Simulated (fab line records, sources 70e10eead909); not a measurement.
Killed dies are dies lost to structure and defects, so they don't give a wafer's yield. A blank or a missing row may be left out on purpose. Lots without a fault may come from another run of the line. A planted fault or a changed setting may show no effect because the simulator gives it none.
Chamber matching | flow nand_harc | NHARC_A_STAIRCASE_STRIP_476 on rie_diel-07: 4 sister chambers
The step strips in O2, time 20 s. 24 wafers are shown with their chamber, then 12 later ones without.

WAFERS WITH THEIR CHAMBER
wafer  | chamber | drypump_motor_current_A (A) | showerhead_plenum_p_Torr (Torr) | rf_vpp_V (V)
L077.2 | 1       | 5.9                         | 3.48                            | 57.1
L077.3 | 2       | 6.2                         | 3.66                            | 57.2
L077.5 | 1       | 5.9                         | 3.48                            | 57.1
L082.3 | 0       | 6.3                         | 3.37                            | 57.6
L082.4 | 1       | 5.9                         | 3.47                            | 56.6
L082.5 | 1       | 5.9                         | 3.47                            | 56.4
L084.2 | 3       | 4.9                         | 3.62                            | 57.5
L084.4 | 1       | 5.9                         | 3.47                            | 56.7
L084.6 | 1       | 5.9                         | 3.47                            | 57.1
L086.3 | 1       | 5.9                         | 3.46                            | 57.0
L086.4 | 3       | 4.9                         | 3.62                            | 57.7
L086.6 | 3       | 4.9                         | 3.62                            | 58.2
L087.2 | 3       | 4.9                         | 3.62                            | 56.6
L087.5 | 2       | 6.2                         | 3.64                            | 59.8
L087.6 | 3       | 4.9                         | 3.62                            | 55.4
L088.1 | 3       | 5.0                         | 3.62                            | 58.6
L088.4 | 2       | 6.2                         | 3.64                            | 58.3
L088.5 | 2       | 6.2                         | 3.64                            | 58.6
L089.1 | 2       | 6.2                         | 3.64                            | 58.9
L089.3 | 0       | 6.3                         | 3.36                            | 57.9
L089.6 | 3       | 4.9                         | 3.62                            | 56.2
L090.3 | 2       | 6.2                         | 3.64                            | 58.2
L090.4 | 0       | 6.3                         | 3.36                            | 56.5
L090.5 | 3       | 4.9                         | 3.61                            | 58.4

SIGNATURES (means of the wafers above)
reading                  | chamber 0 | chamber 1 | chamber 2 | chamber 3 | scatter within a chamber
drypump_motor_current_A  | 6.300     | 5.900     | 6.200     | 4.913     | 0.0209
showerhead_plenum_p_Torr | 3.3633    | 3.4714    | 3.6433    | 3.6187    | 0.00622
rf_vpp_V                 | 57.333    | 56.857    | 58.500    | 57.325    | 0.851
Rule: a wafer's distance from a chamber is the root of the sum, over the readings, of the square of ((its reading less the chamber's mean) divided by the reading's scatter). The wafer belongs to the nearest chamber; if the next one is less than 2 further off, it can't be placed. The scatter: the root of (the sum of the squares of (reading less its chamber's mean) over the shown wafers, divided by (wafers less chambers)).

WAFERS WITHOUT THEIR CHAMBER
wafer  | drypump_motor_current_A (A) | showerhead_plenum_p_Torr (Torr) | rf_vpp_V (V)
L092.1 | 6.2                         | 3.64                            | 58.2
L092.3 | 5.9                         | 3.46                            | 57.9
L092.6 | 4.9                         | 3.61                            | 57.9
L091.2 | 6.3                         | 3.36                            | 57.4
L091.3 | 5.0                         | 3.61                            | 59.1
L091.6 | 5.9                         | 3.46                            | 57.6
L093.3 | 4.9                         | 3.61                            | 58.3
L093.4 | 5.9                         | 3.45                            | 56.8
L093.5 | 4.9                         | 3.61                            | 58.5
L096.3 | 4.9                         | 3.60                            | 56.4
L096.5 | 5.0                         | 3.60                            | 57.1
L096.6 | 6.3                         | 3.35                            | 57.8

WHICH CHAMBER EACH WENT THROUGH
wafer  | from the rows above | in truth
L092.1 | 2                   | 2
L092.3 | 1                   | 1
L092.6 | 3                   | 3
L091.2 | 0                   | 0
L091.3 | 3                   | 3
L091.6 | 1                   | 1
L093.3 | 3                   | 3
L093.4 | 1                   | 1
L093.5 | 3                   | 3
L096.3 | 3                   | 3
L096.5 | 3                   | 3
L096.6 | 0                   | 0
Placed correctly: 12 of 12. Can't be placed from these rows: 0. Placed wrongly: 0.
